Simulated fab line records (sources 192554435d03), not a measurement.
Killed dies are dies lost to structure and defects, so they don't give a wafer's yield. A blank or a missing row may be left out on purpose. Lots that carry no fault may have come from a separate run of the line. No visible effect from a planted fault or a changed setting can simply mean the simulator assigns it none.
fab line records	flow n5-finfet	part 1 of 2: steps 1 to 3 of 6
record lots=21	wafers=63	last-day=17
route steps=1938 shown WELL_APT@31 FIN_SAQP@100
lots with no fault: from the same line, run without faults
start-h: start of the lot's first displayed wafer, in hours after the record's first day	wait-h: hours from the lot's prior step to this one	" identical to the entry in the row above	L1.1+2: a row that stands for several wafers	- either no value or no given start	* or withheld: withheld	< > ~ a bound
route shown NAME@n: a module of which the file shows steps, and the number in the route of the first	usual: mean/standard deviation of fault-free wafers	same: alike in all rows	chamber/n: place in a boat	sites: each site's reading	_std_site: standard deviation across them	_edge_site: the outer-site mean with the inner-site mean subtracted	radius-mm: how far each site lies from the wafer's centre	mask NAME#n: copy n	behind: the last tool/chamber to shape the wafer	hold: cause of the lot's hold/its duration in hours/its outcome	device: which transistor (n, p or np) failed to switch	end of line: at the end of the route, the tests of the same wafers	where a step has no rows: the recipe by itself	killed: dies that structure and defects cost at the first sort, which is not the same as the wafer's yield	map: a wafer's dies, x killed, . not, _ none there
set.NAME: the setting the step ran with; set.NAME@STEP: the setting that earlier step ran with	model.NAME: the simulator's own value behind a step, which no gauge read
steps of the route over a sample of lots; a table a step, a row a wafer
services: when a tool's chamber went out of use (start-h, in hours from the record's first day, below 0 if earlier), for how many hours, and the reason
## steps
# step N5_WELL_APT_DESCUM_13
# recipe chemistry=O2	time-s=7.9	source-power-w=50	bias-power-w=20	pressure-mtorr=20	rf-frequency-hz=2.712e+07	temp-c=40	o2-flow-sccm=225
# usual drypump-motor-current-A=5.6/0.46	oes-product-au=0.75/0.064	rf-fwd-power-W=49.69/0.17	rf-vpp-V=242.9/1.3	showerhead-plenum-p-Torr=2.08/0.073	throttle-valve-pct=20.41/0.25
# same time-s=7.9
lot.wafer	tool	chamber	start-h	wait-h	drypump-motor-current-A	oes-product-au	rf-fwd-power-W	rf-hours-counter-h	rf-vpp-V	showerhead-plenum-p-Torr	throttle-valve-pct
L074.1	rie-diel-06	3	13.87	0.1	6.5	0.75	49.77	141	241.5	2.01	20.23
L074.3	"	1	"	"	5.4	0.82	49.55	75	243.2	2.11	20.04
L074.6	"	3	"	"	6.4	0.75	49.50	-	242.0	2.01	20.25
L075.1	rie-diel-06	0	19.85	0.0	5.0	0.74	49.94	173	245.1	2.20	20.69
L075.3	"	2	"	"	5.6	0.70	49.61	202	242.0	1.99	20.40
L075.6	"	3	"	"	6.4	0.75	49.49	-	241.0	2.01	20.25
L076.1	rie-diel-05	1	26.32	0.1	5.2	0.75	49.91	142	241.9	2.09	20.38
L076.4	"	2	"	"	5.7	0.80	49.79	132	245.8	2.19	20.02
L076.6	"	3	"	"	5.2	0.71	49.67	-	241.7	2.07	20.69
L077.2	rie-diel-06	2	31.66	0.0	5.6	0.69	49.18	207	243.2	1.99	20.44
L077.3	"	1	"	"	5.4	0.83	49.68	81	244.0	2.11	20.03
L077.5	"	2	"	"	5.7	0.70	49.42	-	240.8	1.99	20.40
L078.1	rie-diel-06	3	37.73	0.1	6.4	0.75	49.51	150	242.8	2.01	20.25
L078.2	"	0	"	"	5.0	0.73	49.73	180	245.1	2.19	20.70
L078.5	"	0	"	"	5.1	0.73	49.56	-	245.9	2.20	20.71
L079.2	rie-diel-06	3	43.77	0.0	6.5	0.75	49.61	152	242.0	2.01	20.26
L079.4	"	0	"	"	5.1	0.74	49.76	-	244.5	2.19	20.70
L079.6	"	1	"	"	5.4	0.82	49.70	-	243.4	2.10	20.04
L080.1	rie-diel-03	1	49.91	0.0	5.3	0.68	49.59	225	242.4	2.18	20.90
L080.4	"	2	"	"	6.2	0.78	49.80	119	244.1	2.03	20.42
L080.5	"	1	"	"	5.3	0.68	49.66	-	244.9	2.18	20.92
L081.3	rie-diel-06	0	57.37	0.0	5.0	0.74	49.68	188	243.9	2.19	20.72
L081.5	"	0	"	"	5.0	0.74	49.55	-	243.2	2.19	20.72
L081.6	"	3	"	"	6.4	0.75	49.44	-	240.9	2.00	20.29
L082.1	rie-diel-05	3	61.98	0.2	5.2	0.69	49.74	225	242.3	2.06	20.71
L082.2	"	0	"	"	5.7	0.75	49.83	151	241.9	2.08	20.42
L082.5	"	3	"	"	5.2	0.69	49.76	-	242.2	2.06	20.71
L083.2	rie-diel-06	1	67.87	0.1	5.4	0.80	49.74	94	243.3	2.10	20.07
L083.3	"	0	"	"	5.1	0.74	49.51	191	244.3	2.19	20.72
L083.4	"	2	"	"	5.7	0.70	49.50	216	240.7	1.99	20.43
L084.1	rie-diel-05	2	74.20	0.1	5.7	0.77	49.84	152	244.7	2.19	20.04
L084.2	"	3	"	"	5.2	0.69	50.09	231	241.4	2.06	20.73
L084.3	"	0	"	"	5.7	0.73	49.80	157	243.6	2.08	20.43
L086.1	rie-diel-06	3	85.97	0.1	6.4	0.73	49.50	167	242.4	2.00	20.28
L086.2	"	2	"	"	5.7	0.69	49.12	222	242.4	1.99	20.43
L086.4	"	0	"	"	5.0	0.73	49.48	197	243.4	2.19	20.73
L087.1	rie-diel-06	1	92.02	0.0	5.4	0.79	49.65	102	244.0	2.10	20.08
L087.5	"	1	"	"	5.4	0.78	49.41	-	244.2	2.10	20.06
L087.6	"	0	"	"	5.0	0.72	49.43	-	245.0	2.19	20.74
L088.2	rie-diel-03	0	97.95	0.2	6.1	0.86	49.73	70	241.8	2.04	20.50
L088.3	"	2	"	"	6.2	0.76	49.71	137	242.2	2.02	20.47
L088.5	"	0	"	"	6.1	0.85	49.77	-	240.5	2.05	20.50
L089.2	rie-diel-06	2	103.95	0.2	5.7	0.68	49.56	229	241.9	1.98	20.45
L089.5	"	0	"	"	5.1	0.73	49.86	-	244.4	2.19	20.73
L089.6	"	2	"	"	5.7	0.69	49.57	-	240.3	1.98	20.43
L090.1	rie-diel-05	3	110.07	0.0	5.2	0.69	49.72	244	244.0	2.05	20.75
L090.3	"	2	"	"	5.6	0.77	50.05	165	242.7	2.18	20.08
L090.4	"	0	"	"	5.7	0.72	49.64	171	242.4	2.08	20.44
L091.1	rie-diel-05	3	116.27	0.3	5.2	0.68	49.54	247	242.7	2.05	20.76
L091.2	"	0	"	"	5.6	0.73	49.63	173	244.0	2.08	20.44
L091.6	"	1	"	"	5.2	0.75	49.85	-	244.4	2.09	20.40
L092.1	rie-diel-06	2	121.89	0.0	5.7	0.68	49.59	236	242.0	1.98	20.45
L092.2	"	3	"	"	6.4	0.72	49.71	174	242.6	2.00	20.29
L092.4	"	0	"	"	5.1	0.72	49.39	211	243.9	2.18	20.74
L093.2	rie-diel-05	2	127.77	0.0	5.7	0.77	49.88	172	244.6	2.18	20.08
L093.5	"	0	"	"	5.7	0.73	49.74	-	242.1	2.08	20.46
L093.6	"	1	"	"	5.2	0.74	49.62	-	244.2	2.08	20.43
L096.1	rie-diel-06	1	145.94	0.2	5.4	0.77	49.79	123	243.4	2.09	20.10
L096.2	"	3	"	"	6.4	0.73	49.69	184	241.0	1.99	20.32
L096.5	"	3	"	"	6.5	0.72	49.84	-	242.0	1.99	20.29
L097.1	rie-diel-05	2	151.93	0.1	5.6	0.75	49.67	181	243.6	2.18	20.09
L097.2	"	1	"	"	5.2	0.73	49.84	177	242.2	2.08	20.42
L097.5	"	1	"	"	5.2	0.72	49.75	-	243.0	2.08	20.43
# step N5_FIN_SAQP_PECVD_06
# recipe material=a-Si	target-thk-a=600	temp-c=400	precursor=SiH4/He	pressure-torr=3	rf-w=100	time-s=48.1
# usual heater-power-w=838/77	rf-fwd-power-W=99.2/0.37	showerhead-plenum-p-Torr=5.67/0.044	showerhead-vpp-V=608/24	throttle-valve-pct=18.2/1
# same time-s=48.1
lot.wafer	tool	chamber	start-h	wait-h	heater-power-w	rf-fwd-power-W	showerhead-plenum-p-Torr	showerhead-vpp-V	since-wet-clean-h	throttle-valve-pct
L074.1	pecvd-01	0	21.50	0.0	751	99.7	5.64	600	544	17.5
L074.3	"	2	"	"	848	99.7	5.70	636	1994	18.7
L074.6	"	2	"	"	875	98.9	5.72	619	-	18.4
L075.1	pecvd-02	1	27.02	0.0	825	99.6	5.67	618	1637	18.4
L075.3	"	2	"	"	732	99.4	5.69	609	158	17.7
L075.6	"	0	"	"	968	98.7	5.69	653	-	19.5
L076.1	pecvd-01	1	33.99	0.0	874	99.1	5.70	614	1282	18.2
L076.4	"	1	"	"	868	99.4	5.71	606	-	18.2
L076.6	"	1	"	"	882	99.5	5.71	607	-	18.3
L077.2	pecvd-04	0	39.39	0.0	719	99.1	5.61	580	743	17.8
L077.3	"	0	"	"	761	99.1	5.61	568	-	17.4
L077.5	"	1	"	"	761	98.6	5.65	589	-	19.9
L078.1	pecvd-04	0	45.37	0.0	732	99.1	5.62	567	749	17.8
L078.2	"	1	"	"	869	99.3	5.64	581	1474	19.7
L078.5	"	0	"	"	719	99.1	5.61	574	-	17.7
L079.2	pecvd-01	0	52.33	0.0	763	99.6	5.63	596	575	17.3
L079.4	"	1	"	"	910	99.4	5.69	614	-	18.1
L079.6	"	2	"	"	752	100.1	5.70	626	-	18.6
L080.1	pecvd-02	1	58.66	0.0	818	99.7	5.66	621	1669	18.5
L080.4	"	0	"	"	873	99.7	5.67	665	-	19.4
L080.5	"	2	"	"	765	99.2	5.70	614	-	17.8
L081.3	pecvd-04	0	65.19	0.0	848	99.4	5.62	567	769	17.7
L081.5	"	0	"	"	841	99.5	5.62	581	-	17.8
L081.6	"	2	"	"	891	99.0	5.76	618	-	15.9
L082.1	pecvd-04	1	70.72	0.0	792	99.4	5.65	583	1500	19.7
L082.2	"	0	"	"	803	99.3	5.61	569	775	17.8
L082.5	"	1	"	"	807	99.4	5.65	590	-	19.8
L083.2	pecvd-02	1	75.98	0.0	862	99.6	5.67	607	1686	18.2
L083.3	"	0	"	"	814	99.0	5.68	650	961	19.4
L083.4	"	0	"	"	828	98.8	5.68	647	-	19.6
L084.1	pecvd-02	0	81.98	0.0	883	99.1	5.69	657	967	19.1
L084.2	"	1	"	"	838	99.4	5.66	611	1692	18.5
L084.3	"	2	"	"	830	98.8	5.70	606	213	17.4
L086.1	pecvd-04	1	95.52	0.0	836	99.1	5.65	586	1524	19.9
L086.2	"	2	"	"	889	98.9	5.76	629	45	16.1
L086.4	"	1	"	"	859	99.2	5.65	577	-	20.0
L087.1	pecvd-01	1	100.21	0.0	975	99.1	5.69	605	1348	18.2
L087.5	"	0	"	"	769	99.3	5.63	604	-	17.7
L087.6	"	1	"	"	973	99.3	5.70	618	-	18.4
L088.2	pecvd-02	1	106.57	0.0	855	99.4	5.67	615	1717	18.6
L088.3	"	0	"	"	982	99.4	5.67	652	992	19.5
L088.5	"	1	"	"	859	98.8	5.65	611	-	18.7
L089.2	pecvd-04	2	112.35	0.0	842	99.0	5.76	632	62	16.1
L089.5	"	2	"	"	817	98.5	5.75	636	-	16.1
L089.6	"	1	"	"	872	99.5	5.66	594	-	19.8
L090.1	pecvd-01	0	118.03	0.0	667	99.3	5.63	596	641	17.2
L090.3	"	2	"	"	898	100.1	5.73	625	2091	18.4
L090.4	"	2	"	"	893	100.5	5.72	634	-	18.8
L091.1	pecvd-01	0	124.01	0.0	743	98.6	5.62	603	647	17.2
L091.2	"	1	"	"	906	99.1	5.70	611	1372	18.3
L091.6	"	1	"	"	898	98.7	5.72	606	-	18.4
L092.1	pecvd-02	2	129.50	0.0	699	99.2	5.71	610	261	17.6
L092.2	"	1	"	"	905	99.3	5.66	606	1740	18.5
L092.4	"	2	"	"	723	99.2	5.70	600	-	17.6
L093.2	pecvd-01	0	135.41	0.0	801	99.5	5.62	606	658	17.5
L093.5	"	1	"	"	995	99.1	5.70	605	-	18.2
L093.6	"	2	"	"	793	99.3	5.72	626	-	18.5
L096.1	pecvd-02	2	153.76	0.0	832	99.1	5.70	615	285	17.4
L096.2	"	1	"	"	835	99.9	5.66	619	1764	18.5
L096.5	"	2	"	"	849	99.0	5.69	603	-	17.6
L097.1	pecvd-01	0	159.52	0.0	668	99.7	5.63	605	682	17.5
L097.2	"	1	"	"	937	98.9	5.72	613	1407	18.2
L097.5	"	0	"	"	680	99.3	5.62	600	-	17.4
# step N5_FIN_SAQP_ETCH_52
# recipe chemistry=N2/H2	target=SOC	target-depth-a=1000	overetch-a=200	mask-material=SiARC	temp-c=40	time-s=150	ion-energy-ev=200	pressure-mtorr=30	source-w=840	bias-w=150	n2-flow-sccm=200	h2-flow-sccm=200	ends=end-point
# usual drypump-motor-current-A=5.6/0.42	oes-product-au=0.68/0.06	rf-fwd-power-W=836.5/2.4	rf-vpp-V=523.5/2.2	showerhead-plenum-p-Torr=2.52/0.072	throttle-valve-pct=17.77/0.24
lot.wafer	tool	chamber	start-h	wait-h	drypump-motor-current-A	oes-product-au	rf-fwd-power-W	rf-hours-counter-h	rf-vpp-V	showerhead-plenum-p-Torr	throttle-valve-pct
L074.1	rie-diel-05	0	22.32	0.0	5.7	0.68	839.6	138	523.0	2.54	17.75
L074.3	"	3	"	"	5.2	0.63	836.3	207	523.1	2.51	18.14
L074.6	"	1	"	"	5.1	0.69	837.9	-	523.5	2.55	17.83
L075.1	rie-diel-06	2	27.80	0.0	5.7	0.64	836.0	205	520.5	2.42	17.79
L075.3	"	3	"	"	6.4	0.68	833.9	146	521.4	2.43	17.63
L075.6	"	1	"	"	5.4	0.73	836.3	-	524.9	2.56	17.31
L076.1	rie-diel-05	3	34.84	0.0	5.2	0.62	834.7	212	523.4	2.51	18.15
L076.4	"	2	"	"	5.6	0.70	839.0	135	526.6	2.65	17.40
L076.6	"	1	"	"	5.2	0.68	832.5	-	524.7	2.54	17.86
L077.2	rie-diel-06	1	40.20	0.0	5.4	0.73	834.0	84	524.9	2.56	17.31
L077.3	"	0	"	"	5.1	0.66	834.2	181	525.3	2.63	17.95
L077.5	"	0	"	"	5.0	0.66	833.3	-	526.1	2.63	17.95
L078.1	rie-diel-06	3	46.37	0.0	6.4	0.67	833.4	154	521.5	2.43	17.67
L078.2	"	0	"	"	5.0	0.67	832.4	184	526.4	2.63	17.95
L078.5	"	3	"	"	6.4	0.67	833.5	-	521.5	2.43	17.67
L079.2	rie-diel-03	0	53.27	0.0	6.1	0.76	836.7	54	521.7	2.47	17.60
L079.4	"	2	"	"	6.2	0.69	836.8	121	521.9	2.46	17.89
L079.6	"	3	"	"	5.6	0.62	841.6	-	523.1	2.50	18.04
L080.1	rie-diel-06	3	59.42	0.0	6.5	0.67	840.9	158	521.1	2.43	17.67
L080.4	"	1	"	"	5.4	0.73	833.8	92	524.6	2.56	17.33
L080.5	"	2	"	"	5.7	0.63	835.8	-	520.5	2.42	17.81
L081.3	rie-diel-06	3	65.95	0.0	6.5	0.67	839.3	160	521.3	2.43	17.67
L081.5	"	3	"	"	6.4	0.67	835.2	-	520.4	2.43	17.69
L081.6	"	0	"	"	5.1	0.66	835.8	-	526.2	2.63	17.97
L082.1	rie-diel-05	2	71.50	0.0	5.7	0.70	839.4	151	527.2	2.64	17.41
L082.2	"	0	"	"	5.7	0.67	836.1	156	523.5	2.53	17.77
L082.5	"	3	"	"	5.2	0.62	832.9	-	522.8	2.50	18.17
L083.2	rie-diel-03	0	76.74	0.0	6.1	0.76	836.7	63	521.2	2.46	17.63
L083.3	"	1	"	"	5.3	0.60	839.1	235	525.3	2.62	18.23
L083.4	"	2	"	"	6.2	0.69	840.7	130	521.0	2.46	17.92
L084.1	rie-diel-03	0	82.74	0.0	6.1	0.76	836.3	66	523.5	2.46	17.63
L084.2	"	2	"	"	6.2	0.69	833.9	132	521.4	2.46	17.92
L084.3	"	3	"	"	5.6	0.87	834.8	2	522.9	2.50	17.63
L086.1	rie-diel-05	0	96.29	0.0	5.7	0.66	836.8	165	525.4	2.53	17.79
L086.2	"	1	"	"	5.2	0.67	836.9	156	523.9	2.54	17.86
L086.4	"	2	"	"	5.7	0.68	835.3	160	527.4	2.64	17.43
L087.1	rie-diel-05	3	101.06	0.0	5.2	0.61	832.3	240	522.6	2.50	18.19
L087.5	"	0	"	"	5.7	0.66	838.0	-	523.3	2.53	17.80
L087.6	"	3	"	"	5.2	0.61	833.1	-	522.0	2.50	18.20
L088.2	rie-diel-05	2	107.33	0.0	5.7	0.68	839.4	164	528.4	2.64	17.45
L088.3	"	1	"	"	5.2	0.67	836.2	160	524.3	2.54	17.88
L088.5	"	1	"	"	5.2	0.67	833.5	-	522.8	2.54	17.87
L089.2	rie-diel-06	3	113.46	0.0	6.4	0.66	837.5	171	518.9	2.42	17.69
L089.5	"	1	"	"	5.4	0.71	832.8	-	525.5	2.55	17.36
L089.6	"	2	"	"	5.7	0.62	831.6	-	518.4	2.41	17.85
L090.1	rie-diel-03	2	118.67	0.0	6.2	0.67	833.5	144	519.0	2.45	17.95
L090.3	"	0	"	"	6.1	0.74	836.4	78	520.4	2.46	17.63
L090.4	"	3	"	"	5.6	0.83	836.8	15	523.0	2.49	17.64
L091.1	rie-diel-06	2	124.64	0.0	5.7	0.61	836.6	237	520.3	2.41	17.84
L091.2	"	3	"	"	6.4	0.65	837.3	175	520.1	2.42	17.69
L091.6	"	2	"	"	5.6	0.62	833.2	-	520.1	2.41	17.85
L092.1	rie-diel-05	1	130.26	0.0	5.2	0.66	832.8	169	523.0	2.53	17.89
L092.2	"	2	"	"	5.6	0.67	837.5	173	527.6	2.63	17.47
L092.4	"	1	"	"	5.2	0.66	835.7	-	522.7	2.53	17.90
L093.2	rie-diel-06	1	136.18	0.0	5.4	0.70	835.6	120	524.8	2.54	17.38
L093.5	"	1	"	"	5.4	0.70	835.9	-	524.5	2.54	17.38
L093.6	"	2	"	"	5.7	0.61	833.9	-	519.3	2.41	17.85
L096.1	rie-diel-05	3	154.52	0.0	5.2	0.84	835.7	5	523.4	2.49	17.83
L096.2	"	0	"	"	5.7	0.65	839.6	185	524.3	2.52	17.83
L096.5	"	2	"	"	5.7	0.67	839.8	-	526.0	2.63	17.49
L097.1	rie-diel-06	0	160.29	0.0	5.1	0.64	835.6	227	526.3	2.61	18.04
L097.2	"	1	"	"	5.4	0.70	835.0	129	524.2	2.54	17.41
L097.5	"	3	"	"	6.4	0.65	839.3	-	519.4	2.41	17.73
